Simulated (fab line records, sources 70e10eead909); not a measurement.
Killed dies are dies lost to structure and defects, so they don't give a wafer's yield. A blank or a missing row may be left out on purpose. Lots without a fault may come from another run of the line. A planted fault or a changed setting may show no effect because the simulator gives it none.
Which tool did it? | flow nand_harc | 14 lots, 42 wafers sampled, at 5 steps of a route of 1302

WHAT THE GAUGES READ, wafer by wafer
NHARC_THIN_TSV_THK_MEAS_02: measures by ir. Usual: thk_nm 3008 nm, standard deviation 230.
lot  | measured     | on            | thk_nm (nm)    | flag
L618 | day 24 06:05 | film_metro-01 | 2997 2706 2895 |
L619 | day 24 13:13 | film_metro-02 | 3168 3055 3144 |
L621 | day 25 00:59 | film_metro-02 | 3613 3172 3128 |
L622 | day 26 11:27 | film_metro-02 | 2810 3101 3051 |
L623 | day 26 04:42 | film_metro-01 | 2532 2952 3166 |
L626 | day 27 04:11 | film_metro-02 | 2708 3137 3035 |
L627 | day 27 17:17 | film_metro-02 | 3334 3200 3085 |
L628 | day 28 02:37 | film_metro-01 | 3079 3278 3165 |
L629 | day 28 14:25 | film_metro-01 | 2842 3068 2952 |
L631 | day 29 14:35 | film_metro-01 | 3033 2694 2775 |
L632 | day 29 15:48 | film_metro-02 | 2902 2898 2874 |
L636 | day 31 15:01 | film_metro-02 | 3040 2865 2941 |
L637 | day 32 11:23 | film_metro-02 | 2909 3047 3194 |
L639 | day 32 18:40 | film_metro-01 | 3714 3085 3864 |

NHARC_END_SORT_01. Usual: defect_limited_yield 91 %, standard deviation 3.2; killed_at_array 58, standard deviation 22; killed_at_other 1.0, standard deviation 1.3; killed_at_periphery 5, standard deviation 3.4; killed_dies 64, standard deviation 22; killed_open 3.6, standard deviation 1.8; killed_short 2.4, standard deviation 1.7.
lot  | measured     | on        | defect_limited_yield (%) | killed_at_array | killed_at_other | killed_at_periphery | killed_dies | killed_open | killed_short | flag
L631 | day 30 07:26 | prober-01 | 93 92 93                 | 41 50 48        | 0 0 1           | 5 2 1               | 46 52 50    | 7 4 1       | 6 2 8        |
L637 | day 33 04:06 | prober-01 | 44 46 42                 | 64 60 53        | 3 0 0           | 313 306 341         | 380 366 394 | 3 0 5       | 5 4 3        | OFF
L639 | day 33 11:53 | prober-01 | 42 41 43                 | 70 58 46        | 0 2 0           | 324 341 337         | 394 401 383 | 7 3 4       | 2 4 1        | OFF

WHICH TOOL RAN EACH LOT (tool, then ch and the chambers of the sampled wafers, then the start)
lot  | NHARC_P_BONDPAD_CMP_32        | NHARC_THIN_TSV_CMP_01         | NHARC_THIN_TSV_DEP_47
L618 | cmp-03 ch 0,2, day 6 18:31    | cmp-01 ch 0,3, day 24 05:51   | pecvd-03 ch 0,2, day 24 08:56
L619 | cmp-01 ch 0,1,2, day 7 09:07  | cmp-02 ch 0,2, day 24 12:59   | pecvd-03 ch 1,2, day 24 16:08
L621 | cmp-03 ch 0,1,2, day 8 07:49  | cmp-01 ch 2,3, day 25 00:43   | pecvd-04 ch 1, day 25 03:59
L622 | cmp-02 ch 1,2,3, day 8 18:25  | cmp-03 ch 0,2,3, day 26 11:11 | pecvd-03 ch 0,1, day 26 14:17
L623 | cmp-01 ch 0,1,3, day 9 07:20  | cmp-03 ch 0,1,2, day 26 04:26 | pecvd-03 ch 0,1,2, day 26 07:34
L626 | cmp-03 ch 1,2, day 10 06:34   | cmp-02 ch 1,3, day 27 03:56   | pecvd-04 ch 0,2, day 27 07:05
L627 | cmp-01 ch 0,3, day 10 15:41   | cmp-01 ch 1,2, day 27 17:02   | pecvd-03 ch 0,1,2, day 27 20:19
L628 | cmp-03 ch 0,1, day 11 05:56   | cmp-03 ch 0,2,3, day 28 02:25 | pecvd-04 ch 0,1,2, day 28 05:43
L629 | cmp-03 ch 0,1, day 11 16:56   | cmp-03 ch 1,2,3, day 28 14:11 | pecvd-03 ch 0,1, day 28 17:19
L631 | cmp-03 ch 2,3, day 12 19:50   | cmp-01 ch 0,1,3, day 29 14:20 | pecvd-03 ch 0,1,2, day 29 17:31
L632 | cmp-03 ch 0,1,3, day 12 20:50 | cmp-01 ch 1,2,3, day 29 15:36 | pecvd-01 ch 0,1,2, day 29 18:55
L636 | cmp-01 ch 0,1,2, day 14 13:45 | cmp-01 ch 1,2,3, day 31 14:47 | pecvd-04 ch 1,2, day 31 17:47
L637 | cmp-03 ch 1,2,3, day 15 05:23 | cmp-02 ch 0,3, day 32 11:08   | pecvd-01 ch 0,2, day 32 14:19
L639 | cmp-03 ch 2,3, day 15 14:43   | cmp-03 ch 0,1, day 32 18:24   | pecvd-01 ch 0,1,2, day 32 21:47
- NHARC_P_BONDPAD_CMP_32: polishes SiCN, target thk 200 nm.
- NHARC_THIN_TSV_CMP_01: polishes.
- NHARC_THIN_TSV_DEP_47: deposits SiO2, target thk 200 nm.

WHAT THE TOOLS THEMSELVES READ (means of the sampled wafers that have a number; where no wafer has one, the mark that the record gives instead)
NHARC_P_BONDPAD_CMP_32. Usual: motor_current_A 12.4 A, standard deviation 1.5; retaining_ring_pressure_frac 1.000, standard deviation 0.0051.
lot  | tool   | motor_current_A (A) | retaining_ring_pressure_frac | flag
L618 | cmp-03 | 10.9                | 1.004                        |
L619 | cmp-01 | 14.1                | 1.000                        |
L621 | cmp-03 | 11.3                | 0.998                        |
L622 | cmp-02 | 12.0                | 0.998                        |
L623 | cmp-01 | 14.2                | 1.003                        |
L626 | cmp-03 | 11.9                | 1.007                        |
L627 | cmp-01 | 13.8                | 0.999                        |
L628 | cmp-03 | 11.6                | 0.996                        |
L629 | cmp-03 | 10.9                | 1.000                        |
L631 | cmp-03 | 12.6                | 0.997                        |
L632 | cmp-03 | 11.7                | 1.002                        |
L636 | cmp-01 | 14.0                | 0.996                        |
L637 | cmp-03 | 11.9                | 0.999                        |
L639 | cmp-03 | 12.2                | 0.997                        |

NHARC_THIN_TSV_CMP_01. Usual: motor_current_A 12.7 A, standard deviation 1.6; retaining_ring_pressure_frac 0.999, standard deviation 0.0052.
lot  | tool   | motor_current_A (A) | retaining_ring_pressure_frac | flag
L618 | cmp-01 | 13.8                | 0.999                        |
L619 | cmp-02 | 11.2                | 1.000                        |
L621 | cmp-01 | 14.1                | 1.004                        |
L622 | cmp-03 | 11.3                | 0.997                        |
L623 | cmp-03 | 11.2                | 1.003                        |
L626 | cmp-02 | 12.9                | 0.996                        |
L627 | cmp-01 | 15.1                | 0.999                        |
L628 | cmp-03 | 11.7                | 0.997                        |
L629 | cmp-03 | 12.4                | 0.998                        |
L631 | cmp-01 | 14.3                | 0.995                        |
L632 | cmp-01 | 14.2                | 0.998                        |
L636 | cmp-01 | 14.1                | 1.003                        |
L637 | cmp-02 | 11.5                | 1.001                        |
L639 | cmp-03 | 10.8                | 0.998                        |

NHARC_THIN_TSV_DEP_47. Usual: throttle_valve_pct 15.9 %, standard deviation 0.47.
lot  | tool     | throttle_valve_pct (%) | flag
L618 | pecvd-03 | 15.8                   |
L619 | pecvd-03 | 15.9                   |
L621 | pecvd-04 | 15.8                   |
L622 | pecvd-03 | 16.2                   |
L623 | pecvd-03 | 16.1                   |
L626 | pecvd-04 | 16.4                   |
L627 | pecvd-03 | 16.0                   |
L628 | pecvd-04 | 15.8                   |
L629 | pecvd-03 | 16.1                   |
L631 | pecvd-03 | 16.0                   |
L632 | pecvd-01 | 15.3                   |
L636 | pecvd-04 | 16.3                   |
L637 | pecvd-01 | 15.7                   |
L639 | pecvd-01 | 15.6                   |

THE ANSWER, worked out from the rows above alone
Rule: a lot is off if the mean of its wafers that have a number lies more than 3 standard deviations from the usual mean. A lot without any number at a reading at which 4 lots or more have one is off too. The other lots that the step has rows for count as sound. The gauges are gone through in route order, then the tools' own readings, and for those a lot's mean is taken as printed above. The first step at which some lot is off is used, and at that step the reading that is off furthest; a lot without a number counts as furthest.
Off: L637, L639, at NHARC_END_SORT_01 (killed_at_periphery). Neither off nor sound, because the step has no rows for them: L618, L619, L621, L622, L623, L626, L627, L628, L629, L632, L636.
A tool fits if, at a process step before that reading, it ran every lot that is off, and no sound lot after the first of them. The gauges at NHARC_END_SORT_01 are tried like those tools. Can't be told from this: 3 tools fit, cmp-03 at NHARC_P_BONDPAD_CMP_32, pecvd-01 at NHARC_THIN_TSV_DEP_47, prober-01 at NHARC_END_SORT_01.

WHAT THE SIMULATOR HAD PUT IN
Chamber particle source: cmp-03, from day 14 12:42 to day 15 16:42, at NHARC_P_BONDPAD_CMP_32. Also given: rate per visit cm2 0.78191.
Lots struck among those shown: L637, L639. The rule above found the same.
